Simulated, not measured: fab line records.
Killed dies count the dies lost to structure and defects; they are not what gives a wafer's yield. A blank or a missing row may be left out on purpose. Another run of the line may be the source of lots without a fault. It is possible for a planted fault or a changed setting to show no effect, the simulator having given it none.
Which of the tools did it? + flow nandHarc + 24 lots with 72 wafers sampled at 6 steps, on a route of 1159 steps

== WHAT EACH GAUGE READ, for each wafer ==
Not one reading of a measure or inspect step in the record can be checked against a usual standard deviation.

== EACH LOT AND THE TOOL THAT RAN IT (in order: tool; ch and the chambers of the sampled wafers; start) ==
| lot  | NHARC_P_GATE_ALD_36             | NHARC_P_M0_DESCUM_14              | NHARC_P_M0_DEGAS_28         | NHARC_P_M0_PRE_CLEAN_29                | NHARC_P_M0_PVD_21                      | NHARC_P_M1_STRIP_18               |
|------|---------------------------------|-----------------------------------|-----------------------------|----------------------------------------|----------------------------------------|-----------------------------------|
| L074 | aldSin-02 ch 0,3, day 5 01:10   | rieDiel-04 ch 2,3, day 6 10:06    | pvdSputter-02, day 6 11:01  | pvdSputter-02, day 6 14:44 or earlier  | pvdSputter-02, day 6 14:44 or earlier  | rieDiel-10 ch 0,1, day 6 14:44    |
| L075 | aldSin-04 ch 0,2,3, day 5 01:31 | rieDiel-06 ch 0,1,2, day 6 08:05  | pvdSputter-02, day 6 09:00  | pvdSputter-02, day 6 12:33 or earlier  | pvdSputter-02, day 6 12:33 or earlier  | rieDiel-09 ch 0,1,2, day 6 12:33  |
| L076 | aldSin-01 ch 0,1,2, day 5 09:21 | rieDiel-06 ch 0,2,3, day 6 17:20  | pvdSputter-02, day 6 18:14  | pvdSputter-02, day 6 21:47 or earlier  | pvdSputter-02, day 6 21:47 or earlier  | rieDiel-09 ch 0,1,2, day 6 21:47  |
| L078 | aldSin-02 ch 0,1, day 5 15:53   | rieDiel-06 ch 0,3, day 6 20:52    | pvdSputter-02, day 6 21:48  | pvdSputter-02, day 7 01:11 or earlier  | pvdSputter-02, day 7 01:11 or earlier  | rieDiel-10 ch 0,2,3, day 7 01:11  |
| L077 | aldSin-04 ch 1,2,3, day 5 18:25 | rieDiel-07 ch 0,1, day 6 21:25    | pvdSputter-01, day 6 22:21  | pvdSputter-01, day 7 01:55 or earlier  | pvdSputter-01, day 7 01:55 or earlier  | rieDiel-10 ch 1,2, day 7 01:55    |
| L079 | aldSin-01 ch 1,2, day 6 01:04   | rieDiel-04 ch 1,2,3, day 7 00:48  | pvdSputter-03, day 7 02:10  | pvdSputter-03, day 7 05:32 or earlier  | pvdSputter-03, day 7 05:32 or earlier  | rieDiel-10 ch 0,1, day 7 05:32    |
| L080 | aldSin-02 ch 0,2,3, day 6 06:41 | rieDiel-06 ch 0,1,2, day 7 06:17  | pvdSputter-01, day 7 07:12  | pvdSputter-01, day 7 10:39 or earlier  | pvdSputter-01, day 7 10:39 or earlier  | rieDiel-10 ch 2,3, day 7 10:39    |
| L082 | aldSin-04 ch 0,1,3, day 6 14:48 | rieDiel-04 ch 0,2,3, day 8 02:04  | pvdSputter-01, day 8 03:01  | pvdSputter-01, day 8 06:35 or earlier  | pvdSputter-01, day 8 06:35 or earlier  | rieDiel-10 ch 0,3, day 8 06:35    |
| L081 | aldSin-01 ch 0,2,3, day 6 18:04 | rieDiel-07 ch 1,2, day 7 15:06    | pvdSputter-02, day 7 16:02  | pvdSputter-02, day 7 19:40 or earlier  | pvdSputter-02, day 7 19:40 or earlier  | rieDiel-10 ch 1,2, day 7 19:40    |
| L083 | aldSin-02 ch 1,3, day 6 23:11   | rieDiel-06 ch 1,2, day 8 05:13    | pvdSputter-03, day 8 06:07  | pvdSputter-03, day 8 09:40 or earlier  | pvdSputter-03, day 8 09:40 or earlier  | rieDiel-01 ch 1,2,3, day 8 09:40  |
| L084 | aldSin-04 ch 0,1, day 7 05:00   | rieDiel-07 ch 0,2,3, day 8 08:31  | pvdSputter-02, day 8 09:25  | pvdSputter-02, day 8 13:02 or earlier  | pvdSputter-02, day 8 13:02 or earlier  | rieDiel-09 ch 0,1,2, day 8 13:02  |
| L087 | aldSin-02 ch 2,3, day 7 21:33   | rieDiel-07 ch 0,2,3, day 9 02:40  | pvdSputter-02, day 9 03:34  | pvdSputter-02, day 9 07:13 or earlier  | pvdSputter-02, day 9 07:13 or earlier  | rieDiel-01 ch 0,1,3, day 9 07:13  |
| L088 | aldSin-04 ch 0,1,3, day 7 22:01 | rieDiel-06 ch 0,2, day 8 21:18    | pvdSputter-01, day 8 22:14  | pvdSputter-01, day 9 01:38 or earlier  | pvdSputter-01, day 9 01:38 or earlier  | rieDiel-09 ch 0,2, day 9 01:38    |
| L086 | aldSin-01 ch 1,2,3, day 8 01:50 | rieDiel-07 ch 1,2,3, day 9 03:20  | pvdSputter-01, day 9 04:13  | pvdSputter-01, day 9 07:49 or earlier  | pvdSputter-01, day 9 07:49 or earlier  | rieDiel-01 ch 1,2,3, day 9 07:49  |
| L085 | aldSin-04 ch 1,2,3, day 8 06:29 | rieDiel-06 ch 0,1,2, day 9 04:43  | pvdSputter-03, day 9 05:38  | pvdSputter-03, day 9 09:09 or earlier  | pvdSputter-03, day 9 09:09 or earlier  | rieDiel-09 ch 0,1,3, day 9 09:09  |
| L089 | aldSin-02 ch 1,2, day 8 10:49   | rieDiel-04 ch 2,3, day 9 14:04    | pvdSputter-01, day 9 15:07  | pvdSputter-01, day 9 19:14 or earlier  | pvdSputter-01, day 9 19:14 or earlier  | rieDiel-01 ch 0,1,2, day 9 19:14  |
| L091 | aldSin-04 ch 0,3, day 8 19:34   | rieDiel-04 ch 0,1,3, day 9 22:35  | pvdSputter-03, day 9 23:32  | pvdSputter-03, day 10 03:43 or earlier | pvdSputter-03, day 10 03:43 or earlier | rieDiel-01 ch 0,1,3, day 10 03:43 |
| L090 | aldSin-01 ch 0,1,2, day 8 20:29 | rieDiel-07 ch 0,1,3, day 9 22:19  | pvdSputter-03, day 9 23:15  | pvdSputter-03, day 10 02:58 or earlier | pvdSputter-03, day 10 02:58 or earlier | rieDiel-09 ch 0,2,3, day 10 02:58 |
| L093 | aldSin-02 ch 0,2,3, day 9 14:10 | rieDiel-04 ch 0,3, day 10 13:20   | pvdSputter-03, day 10 14:31 | pvdSputter-03, day 10 18:11 or earlier | pvdSputter-03, day 10 18:11 or earlier | rieDiel-01 ch 1,2, day 10 18:11   |
| L092 | aldSin-01 ch 1,3, day 9 15:12   | rieDiel-04 ch 0,2, day 10 18:31   | pvdSputter-02, day 10 19:25 | pvdSputter-02, day 10 22:56 or earlier | pvdSputter-02, day 10 22:56 or earlier | rieDiel-10 ch 1,3, day 10 22:56   |
| L094 | aldSin-04 ch 1,2,3, day 9 16:35 | rieDiel-04 ch 0,1,3, day 10 19:00 | pvdSputter-03, day 10 19:55 | pvdSputter-03, day 10 23:23 or earlier | pvdSputter-03, day 10 23:23 or earlier | rieDiel-10 ch 0,2,3, day 10 23:23 |
| L096 | aldSin-01 ch 0,1, day 10 03:41  | rieDiel-07 ch 0,1,2, day 11 02:46 | pvdSputter-02, day 11 03:41 | pvdSputter-02, day 11 07:59 or earlier | pvdSputter-02, day 11 07:59 or earlier | rieDiel-09 ch 0,2,3, day 11 07:59 |
| L095 | aldSin-02 ch 0,1, day 10 04:23  | rieDiel-07 ch 0,1,3, day 11 03:05 | pvdSputter-03, day 11 04:09 | pvdSputter-03, day 11 08:02 or earlier | pvdSputter-03, day 11 08:02 or earlier | rieDiel-01 ch 2,3, day 11 08:02   |
| L097 | aldSin-04 ch 1,2, day 10 10:19  | rieDiel-07 ch 0,1,3, day 11 11:01 | pvdSputter-03, day 11 11:55 | pvdSputter-03, day 11 15:19 or earlier | pvdSputter-03, day 11 15:19 or earlier | rieDiel-10 ch 0,2,3, day 11 15:19 |
- NHARC_P_GATE_ALD_36: deposits SiNx, target thk 20 nm, pulse time 60 s, ald cycles 223.
- NHARC_P_M0_DESCUM_14: chemistry O2, time 3 s.
- NHARC_P_M0_DEGAS_28: time 60 s.
- NHARC_P_M0_PRE_CLEAN_29: time 30 s.
- NHARC_P_M0_PVD_21: deposits Cu, target thk 30 nm, time 20.49 s.
- NHARC_P_M1_STRIP_18: strips in N2/H2.

== AS READ BY THE TOOLS THEMSELVES (means over the sampled wafers that have a number; for cases with no such wafer, the mark the record gives instead) ==
NHARC_P_GATE_ALD_36.
| lot  | tool      | heaterPowerW (W) | precursorPulseHeightRel |
|------|-----------|------------------|-------------------------|
| L074 | aldSin-02 | 755              | 0.993                   |
| L075 | aldSin-04 | 909              | 1.008                   |
| L076 | aldSin-01 | 904              | 1.004                   |
| L078 | aldSin-02 | 751              | 0.981                   |
| L077 | aldSin-04 | 853              | 0.988                   |
| L079 | aldSin-01 | 891              | 1.017                   |
| L080 | aldSin-02 | 814              | 0.985                   |
| L082 | aldSin-04 | 883              | 0.995                   |
| L081 | aldSin-01 | 850              | 0.992                   |
| L083 | aldSin-02 | 866              | 0.991                   |
| L084 | aldSin-04 | 828              | 0.998                   |
| L087 | aldSin-02 | 844              | 0.981                   |
| L088 | aldSin-04 | 899              | 1.004                   |
| L086 | aldSin-01 | 885              | 0.993                   |
| L085 | aldSin-04 | 864              | 0.992                   |
| L089 | aldSin-02 | 794              | 0.983                   |
| L091 | aldSin-04 | 960              | 0.995                   |
| L090 | aldSin-01 | 906              | 1.022                   |
| L093 | aldSin-02 | 801              | 0.995                   |
| L092 | aldSin-01 | 911              | 0.994                   |
| L094 | aldSin-04 | 822              | 1.014                   |
| L096 | aldSin-01 | 936              | 1.000                   |
| L095 | aldSin-02 | 755              | 1.004                   |
| L097 | aldSin-04 | 762              | 1.009                   |

NHARC_P_M0_DESCUM_14.
| lot  | tool       | drypumpMotorCurrentA (A) | oesProductAu (a.u.) | rfVppV (V) | showerheadPlenumPTorr (Torr) | throttleValvePct (%) |
|------|------------|--------------------------|---------------------|------------|------------------------------|----------------------|
| L074 | rieDiel-04 | 6.0                      | 0.991               | 57.9       | 1.94                         | 11.303               |
| L075 | rieDiel-06 | 5.9                      | 0.991               | 57.7       | 1.97                         | 11.312               |
| L076 | rieDiel-06 | 5.8                      | 1.011               | 58.2       | 1.99                         | 11.302               |
| L078 | rieDiel-06 | 5.9                      | 1.004               | 58.0       | 1.92                         | 11.317               |
| L077 | rieDiel-07 | 5.5                      | 0.987               | 57.8       | 1.89                         | 11.314               |
| L079 | rieDiel-04 | 5.9                      | 0.992               | 58.7       | 1.90                         | 11.314               |
| L080 | rieDiel-06 | 5.9                      | 0.995               | 57.9       | 1.97                         | 11.308               |
| L082 | rieDiel-04 | 5.9                      | 0.999               | 58.2       | 1.94                         | 11.308               |
| L081 | rieDiel-07 | 5.4                      | 0.993               | 56.1       | 1.89                         | 11.320               |
| L083 | rieDiel-06 | 5.9                      | 0.999               | 57.2       | 1.91                         | 11.309               |
| L084 | rieDiel-07 | 5.7                      | 0.993               | 57.0       | 1.81                         | 11.313               |
| L087 | rieDiel-07 | 5.6                      | 0.992               | 56.7       | 1.81                         | 11.303               |
| L088 | rieDiel-06 | 5.9                      | 0.991               | 58.2       | 2.03                         | 11.312               |
| L086 | rieDiel-07 | 5.4                      | 0.999               | 58.2       | 1.89                         | 11.304               |
| L085 | rieDiel-06 | 5.9                      | 0.994               | 58.5       | 1.97                         | 11.315               |
| L089 | rieDiel-04 | 6.0                      | 0.996               | 58.2       | 1.94                         | 11.310               |
| L091 | rieDiel-04 | 5.8                      | 0.990               | 57.3       | 1.94                         | 11.309               |
| L090 | rieDiel-07 | 5.4                      | 0.991               | 57.4       | 1.89                         | 11.314               |
| L093 | rieDiel-04 | 5.8                      | 1.003               | 57.9       | 1.99                         | 11.319               |
| L092 | rieDiel-04 | 5.8                      | 0.995               | 57.6       | 1.95                         | 11.310               |
| L094 | rieDiel-04 | 5.8                      | 0.994               | 57.6       | 1.94                         | 11.315               |
| L096 | rieDiel-07 | 5.4                      | 0.997               | 56.9       | 1.89                         | 11.310               |
| L095 | rieDiel-07 | 5.4                      | 1.010               | 57.3       | 1.89                         | 11.318               |
| L097 | rieDiel-07 | 5.4                      | 1.000               | 57.1       | 1.89                         | 11.310               |

NHARC_P_M0_DEGAS_28.
| lot  | tool          | heaterPowerW (W) |
|------|---------------|------------------|
| L074 | pvdSputter-02 | 305              |
| L075 | pvdSputter-02 | 294              |
| L076 | pvdSputter-02 | 294              |
| L078 | pvdSputter-02 | 306              |
| L077 | pvdSputter-01 | 317              |
| L079 | pvdSputter-03 | 319              |
| L080 | pvdSputter-01 | 316              |
| L082 | pvdSputter-01 | 326              |
| L081 | pvdSputter-02 | 307              |
| L083 | pvdSputter-03 | 312              |
| L084 | pvdSputter-02 | 308              |
| L087 | pvdSputter-02 | 306              |
| L088 | pvdSputter-01 | 283              |
| L086 | pvdSputter-01 | 319              |
| L085 | pvdSputter-03 | 315              |
| L089 | pvdSputter-01 | 283              |
| L091 | pvdSputter-03 | 316              |
| L090 | pvdSputter-03 | 318              |
| L093 | pvdSputter-03 | 312              |
| L092 | pvdSputter-02 | 327              |
| L094 | pvdSputter-03 | 303              |
| L096 | pvdSputter-02 | 295              |
| L095 | pvdSputter-03 | 310              |
| L097 | pvdSputter-03 | 319              |

NHARC_P_M0_PRE_CLEAN_29.
| lot  | tool          | heaterPowerW (W) |
|------|---------------|------------------|
| L074 | pvdSputter-02 | 366              |
| L075 | pvdSputter-02 | 364              |
| L076 | pvdSputter-02 | 380              |
| L078 | pvdSputter-02 | 381              |
| L077 | pvdSputter-01 | 391              |
| L079 | pvdSputter-03 | 401              |
| L080 | pvdSputter-01 | 445              |
| L082 | pvdSputter-01 | 398              |
| L081 | pvdSputter-02 | 358              |
| L083 | pvdSputter-03 | 383              |
| L084 | pvdSputter-02 | 375              |
| L087 | pvdSputter-02 | 371              |
| L088 | pvdSputter-01 | 394              |
| L086 | pvdSputter-01 | 398              |
| L085 | pvdSputter-03 | 392              |
| L089 | pvdSputter-01 | 403              |
| L091 | pvdSputter-03 | 398              |
| L090 | pvdSputter-03 | 366              |
| L093 | pvdSputter-03 | 380              |
| L092 | pvdSputter-02 | 346              |
| L094 | pvdSputter-03 | 396              |
| L096 | pvdSputter-02 | 395              |
| L095 | pvdSputter-03 | 389              |
| L097 | pvdSputter-03 | 380              |

NHARC_P_M0_PVD_21.
| lot  | tool          | throttleValvePct (%) |
|------|---------------|----------------------|
| L074 | pvdSputter-02 | 28.6                 |
| L075 | pvdSputter-02 | 29.7                 |
| L076 | pvdSputter-02 | 29.5                 |
| L078 | pvdSputter-02 | 29.4                 |
| L077 | pvdSputter-01 | 31.5                 |
| L079 | pvdSputter-03 | 30.5                 |
| L080 | pvdSputter-01 | 30.4                 |
| L082 | pvdSputter-01 | 30.4                 |
| L081 | pvdSputter-02 | 29.8                 |
| L083 | pvdSputter-03 | 30.2                 |
| L084 | pvdSputter-02 | 29.0                 |
| L087 | pvdSputter-02 | 28.8                 |
| L088 | pvdSputter-01 | 31.1                 |
| L086 | pvdSputter-01 | 30.3                 |
| L085 | pvdSputter-03 | 30.6                 |
| L089 | pvdSputter-01 | 30.9                 |
| L091 | pvdSputter-03 | 29.9                 |
| L090 | pvdSputter-03 | 30.6                 |
| L093 | pvdSputter-03 | 29.9                 |
| L092 | pvdSputter-02 | 30.0                 |
| L094 | pvdSputter-03 | 29.4                 |
| L096 | pvdSputter-02 | 29.3                 |
| L095 | pvdSputter-03 | 29.9                 |
| L097 | pvdSputter-03 | 29.6                 |

NHARC_P_M1_STRIP_18.
| lot  | tool       | drypumpMotorCurrentA (A) | oesProductAu (a.u.) | rfVppV (V) | showerheadPlenumPTorr (Torr) | throttleValvePct (%) |
|------|------------|--------------------------|---------------------|------------|------------------------------|----------------------|
| L074 | rieDiel-10 | 5.6                      | 0.990               | 91.1       | 2.07                         | 14.174               |
| L075 | rieDiel-09 | 6.3                      | 1.004               | 90.9       | 2.00                         | 14.172               |
| L076 | rieDiel-09 | 6.3                      | 0.997               | 91.0       | 2.00                         | 14.164               |
| L078 | rieDiel-10 | 5.8                      | 0.993               | 90.3       | 2.05                         | 14.171               |
| L077 | rieDiel-10 | 5.9                      | 0.995               | 90.2       | 2.02                         | 14.164               |
| L079 | rieDiel-10 | 5.4                      | 0.998               | 91.0       | 2.11                         | 14.175               |
| L080 | rieDiel-10 | 6.1                      | 0.988               | 90.8       | 2.00                         | 14.171               |
| L082 | rieDiel-10 | 5.8                      | 0.980               | 91.4       | 2.08                         | 14.172               |
| L081 | rieDiel-10 | 6.0                      | 0.985               | 90.5       | 1.99                         | 14.164               |
| L083 | rieDiel-01 | 5.8                      | 1.008               | 89.9       | 2.01                         | 14.180               |
| L084 | rieDiel-09 | 6.3                      | 1.003               | 90.7       | 2.00                         | 14.177               |
| L087 | rieDiel-01 | 5.8                      | 1.004               | 89.5       | 2.06                         | 14.167               |
| L088 | rieDiel-09 | 6.2                      | 0.996               | 90.4       | 1.91                         | 14.174               |
| L086 | rieDiel-01 | 5.8                      | 0.991               | 90.9       | 2.01                         | 14.178               |
| L085 | rieDiel-09 | 6.1                      | 1.003               | 90.8       | 2.06                         | 14.175               |
| L089 | rieDiel-01 | 5.8                      | 1.000               | 90.5       | 2.05                         | 14.183               |
| L091 | rieDiel-01 | 5.8                      | 0.993               | 90.7       | 2.05                         | 14.167               |
| L090 | rieDiel-09 | 6.1                      | 0.994               | 90.1       | 1.98                         | 14.171               |
| L093 | rieDiel-01 | 5.9                      | 1.002               | 90.9       | 2.01                         | 14.172               |
| L092 | rieDiel-10 | 5.9                      | 1.002               | 90.1       | 2.05                         | 14.165               |
| L094 | rieDiel-10 | 5.8                      | 0.997               | 91.7       | 2.05                         | 14.173               |
| L096 | rieDiel-09 | 6.1                      | 1.001               | 89.7       | 1.98                         | 14.174               |
| L095 | rieDiel-01 | 5.8                      | 0.995               | 90.1       | 2.02                         | 14.170               |
| L097 | rieDiel-10 | 5.8                      | 1.003               | 91.2       | 2.05                         | 14.171               |

== THE ANSWER, worked out from the rows above alone ==
Rule: the usual values come from the lots themselves. Put in order of their means at a reading, lots are off if they are a third of the lots or fewer, leave a main group of 4 or more, and stand apart from it by a gap of 3 or more times the standard deviation of the main group's means; of several such gaps the widest counts. A main group is skipped when, at the precision printed for the reading in the tables above, its means are all equal. Also off: a lot with no number at a reading for which 4 or more lots have one. The other lots that the step has rows for count as sound. After the gauges, taken in route order, come the tools' own readings; for these a lot's mean is taken, as printed above. At the first step where some lot is off, the reading lying furthest off is the one used; lots without a number count as furthest.
Across all readings shown, no lot is off: no conclusion can be drawn from this.

== WHAT THE SIMULATOR HAD INSERTED ==
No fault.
